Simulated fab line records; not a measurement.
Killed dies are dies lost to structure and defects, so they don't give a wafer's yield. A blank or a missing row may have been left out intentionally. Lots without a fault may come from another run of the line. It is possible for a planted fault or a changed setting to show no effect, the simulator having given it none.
Chamber matching    flow nand-harc    4 sister chambers for NHARC_A_STAIRCASE_ALD_420 on ald-hk-02
The step deposits SiO2, target thk 20 nm, pulse time 6 s, ald cycles 200. 4 wafers are shown with their chamber, then 7 later ones without.

## WAFERS PAIRED WITH THEIR CHAMBERS
wafer   chamber  heater-power-outer-w (W)
L364.2  3        254
L364.5  0        279
L368.1  1        308
L368.2  2        224

## WAFERS MISSING THEIR CHAMBER
wafer   heater-power-outer-w (W)
L368.6  284
L369.2  243
L369.3  317
L369.6  226
L371.1  230
L371.3  251
L371.6  324

## EACH ONE'S CHAMBER
wafer   from the rows above      in truth
L368.6  0                        0
L369.2  can't be placed: 3 or 2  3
L369.3  1                        1
L369.6  2                        2
L371.1  2                        2
L371.3  3                        3
L371.6  1                        1
6 of 7 placed correctly. These rows do not allow placing 1 (true chamber among the candidates in 1). Wrongly placed: 0.
How it was worked out, from the rows above alone: a wafer's distance from a chamber is the root of the sum, over the readings, of the square of ((its reading less the chamber's mean) divided by the reading's scatter). The wafer belongs to the nearest chamber; if the next one is less than 2 further off, it can't be placed. The mean given for a chamber averages the wafers shown for that chamber. The scatter (one wafer shown for each chamber): square how far every hidden wafer sits from the nearest shown wafer, average those squares and take the square root.
